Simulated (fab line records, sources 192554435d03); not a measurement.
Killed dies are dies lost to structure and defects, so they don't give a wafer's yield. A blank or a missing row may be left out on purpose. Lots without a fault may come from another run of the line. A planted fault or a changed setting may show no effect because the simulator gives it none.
Which tool did it? | flow n5_finfet | 11 lots, 33 wafers sampled, at 1 step of a route of 1938

WHAT THE GAUGES READ, wafer by wafer
N5_BEOL_M14_THK_MEAS_01.
lot  | measured     | on            | M14_ILD_THK (nm)
L409 | day 11 02:59 | film_metro-01 | 1127 1134 1134
L410 | day 11 07:06 | film_metro-02 | 1104 1119 1124
L415 | day 12 21:17 | film_metro-02 | 1112 1110 1123
L414 | day 12 22:11 | film_metro-01 | 1093 1107 1115
L418 | day 13 06:52 | film_metro-02 | 1095 1105 1137
L419 | day 13 12:41 | film_metro-02 | 1118 1117 1110
L420 | day 14 10:47 | film_metro-02 | 1101 1093 1124
L422 | day 14 15:05 | film_metro-02 | 1124 1112 1145
L425 | day 15 08:48 | film_metro-01 | 1121 1090 1117
L427 | day 15 16:01 | film_metro-02 | 1124 1133 1146
L432 | day 17 04:44 | film_metro-02 | 1097 1123 1134

WHICH TOOL RAN EACH LOT (tool, then ch and the chambers of the sampled wafers, then the start)
The record holds no process step before these readings.

WHAT THE TOOLS THEMSELVES READ (means of the sampled wafers that have a number; where no wafer has one, the mark that the record gives instead)
The record holds no such reading with a usual standard deviation.

THE ANSWER, worked out from the rows above alone
Rule: what is usual is taken from the lots themselves. Put in order of their means at a reading, lots are off if they are a third of the lots or fewer, leave a main group of 4 or more, and stand apart from it by a gap of 3 or more times the standard deviation of the main group's means; of several such gaps the widest counts. A main group whose means are all the same, to the digits that the tables above print for the reading, isn't used. A lot without any number at a reading at which 4 lots or more have one is off too. The other lots that the step has rows for count as sound. The gauges are gone through in route order, then the tools' own readings, and for those a lot's mean is taken as printed above. The first step at which some lot is off is used, and at that step the reading that is off furthest; a lot without a number counts as furthest.
No lot is off at any reading shown: from this, nothing can be told.

WHAT THE SIMULATOR HAD PUT IN
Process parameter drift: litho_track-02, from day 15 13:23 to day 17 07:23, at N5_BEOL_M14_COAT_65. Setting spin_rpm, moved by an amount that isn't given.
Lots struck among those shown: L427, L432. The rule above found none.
